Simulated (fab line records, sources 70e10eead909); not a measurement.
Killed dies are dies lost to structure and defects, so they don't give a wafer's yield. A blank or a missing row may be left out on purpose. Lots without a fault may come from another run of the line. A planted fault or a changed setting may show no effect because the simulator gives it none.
Chamber matching | flow nand_harc | NHARC_A_CHANNEL_HOLE_D2_DEP_01 on pecvd-04: 3 sister chambers
The step deposits SiON, target thk 140 nm. 6 wafers are shown with their chamber, then 9 later ones without.

WAFERS WITH THEIR CHAMBER
wafer  | chamber | heater_power_w (W) | rf_fwd_power_W (W)
L080.3 | 0       | 659                | 348.5
L081.1 | 2       | 753                | 348.5
L081.4 | 1       | 702                | 348.0
L084.1 | 0       | 711                | 347.0
L084.3 | 2       | 834                | 349.0
L084.6 | 1       | 697                | 348.1

WAFERS WITHOUT THEIR CHAMBER
wafer  | heater_power_w (W) | rf_fwd_power_W (W)
L088.1 | 672                | 350.1
L088.4 | 688                | 348.3
L088.5 | 789                | 348.8
L092.1 | 674                | 349.6
L092.2 | 667                | 347.4
L092.5 | 662                | 346.9
L097.1 | 607                | 347.1
L097.2 | 861                | 347.7
L097.5 | 758                | 347.8

WHICH CHAMBER EACH WENT THROUGH
wafer  | from the rows above          | in truth
L088.1 | can't be placed: 1 or 0 or 2 | 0
L088.4 | can't be placed: 1 or 0      | 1
L088.5 | 2                            | 2
L092.1 | can't be placed: 1 or 0 or 2 | 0
L092.2 | can't be placed: 0 or 1      | 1
L092.5 | can't be placed: 0 or 1      | 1
L097.1 | can't be placed: 0 or 1      | 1
L097.2 | can't be placed: 2 or 1      | 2
L097.5 | can't be placed: 1 or 2 or 0 | 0
Placed correctly: 1 of 9. Can't be placed from these rows: 8 (the true chamber is among the candidates in 8). Placed wrongly: 0.
How it was worked out, from the rows above alone: a wafer's distance from a chamber is the root of the sum, over the readings, of the square of ((its reading less the chamber's mean) divided by the reading's scatter). The wafer belongs to the nearest chamber; if the next one is less than 2 further off, it can't be placed. A chamber's mean is the mean of its shown wafers. The scatter: the root of (the sum of the squares of (reading less its chamber's mean) over the shown wafers, divided by (wafers less chambers)).
